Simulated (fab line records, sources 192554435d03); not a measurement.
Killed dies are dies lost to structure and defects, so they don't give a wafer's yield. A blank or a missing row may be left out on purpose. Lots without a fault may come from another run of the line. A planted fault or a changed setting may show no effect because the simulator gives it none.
Split-lot experiment | flow n5_finfet | 7 lots, 21 wafers read, on a route of 1938 steps

THE SPLIT
At N5_BEOL_M13_COAT_65 (time 60 s, resist thk 350 nm), the setting spin_rpm was moved away from the recipe's 1500 rpm on 8 of the 21 wafers read, by -5.9% to +8.8%. The other wafers ran this setting at the recipe's value.

The reading is taken at the split's own step.

THE READING
SOC_of_BEOL_M13_COAT_65.thk_nm (the simulator's own value, which no gauge read), in nm, at N5_BEOL_M13_COAT_65 (time 60 s, resist thk 350 nm). The file gives no usual value for it. The 13 wafers here that ran the recipe average 350.6 nm, standard deviation 0.8 nm.

wafer  | tool, chamber at the split | spin_rpm as run, rpm | against the recipe | SOC_of_BEOL_M13_COAT_65.thk_nm, nm | against lot-mates on the recipe
L074.2 | litho_track-02, 0          | 1500                 | recipe             | 351.4                              | -
L074.4 | litho_track-02, 0          | 1500                 | recipe             | 351                                | -
L074.6 | litho_track-02, 0          | 1500                 | recipe             | 350.8                              | -
L075.1 | litho_track-02, 0          | 1448                 | -3.5%              | 355                                | +6.6
L075.4 | litho_track-02, 0          | 1448                 | -3.5%              | 354.6                              | +6.2
L075.5 | litho_track-02, 0          | 1500                 | recipe             | 348.4                              | -
L078.1 | litho_track-02, 0          | 1500                 | recipe             | 350.2                              | -
L078.3 | litho_track-02, 0          | 1632                 | +8.8%              | 336                                | -14.2
L078.6 | litho_track-02, 0          | 1632                 | +8.8%              | 336.8                              | -13.4
L090.4 | litho_track-02, 0          | 1546                 | +3.1%              | 346.2                              | no lot-mate on the recipe
L090.5 | litho_track-02, 0          | 1546                 | +3.1%              | 345.8                              | no lot-mate on the recipe
L090.6 | litho_track-02, 0          | 1546                 | +3.1%              | 347                                | no lot-mate on the recipe
L089.1 | litho_track-02, 0          | 1500                 | recipe             | 350.8                              | -
L089.3 | litho_track-02, 0          | 1500                 | recipe             | 351.6                              | -
L089.4 | litho_track-02, 0          | 1500                 | recipe             | 350.6                              | -
L091.2 | litho_track-02, 0          | 1500                 | recipe             | 350.6                              | -
L091.3 | litho_track-02, 0          | 1500                 | recipe             | 350.6                              | -
L091.4 | litho_track-02, 0          | 1500                 | recipe             | 350.4                              | -
L096.1 | litho_track-02, 0          | 1412                 | -5.9%              | 361.4                              | +11.0
L096.3 | litho_track-02, 0          | 1500                 | recipe             | 351.2                              | -
L096.5 | litho_track-02, 0          | 1500                 | recipe             | 349.6                              | -

THE FIT
A straight line over all 21 wafers: SOC_of_BEOL_M13_COAT_65.thk_nm changes by -1.58 nm for each +1% of spin_rpm; r = -0.99; the points scatter about the line by 0.92 nm.
The same after taking each lot's own level away (the mean of its wafers on the recipe; 18 wafers): -1.65 nm for each +1%; r = -1.00; scatter 0.57 nm.
On that fit, the largest move of spin_rpm shifts the reading by 15 nm.
The lots' own levels span 348.40 to 351.07 nm, that is 3.3 times the standard deviation above.
So the lot-to-lot level changes the slope little: the two slopes agree.
Check: with one of the wafers moved furthest among these (+8.8%) left out of the fit, the line predicts -14.4 nm for it against its lot-mates. It came out at -14.2 nm against them.

OTHER SPLITS ON THESE WAFERS
These wafers also went through other splits before the reading. Each is held against what the fit with the lots' levels taken away leaves over:
other split on the same wafers | wafers away from the commonest value | r with SOC_of_BEOL_M13_COAT_65.thk_nm (lot level and that fit taken away)
N5_BEOL_M12_PEB_08 peb_time_s  | 6                                    | +0.14

THE FILE'S OWN FIT
SOC_of_BEOL_M13_COAT_65.thk_nm changes by -1.68 nm for each +1% of spin_rpm, r = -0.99.
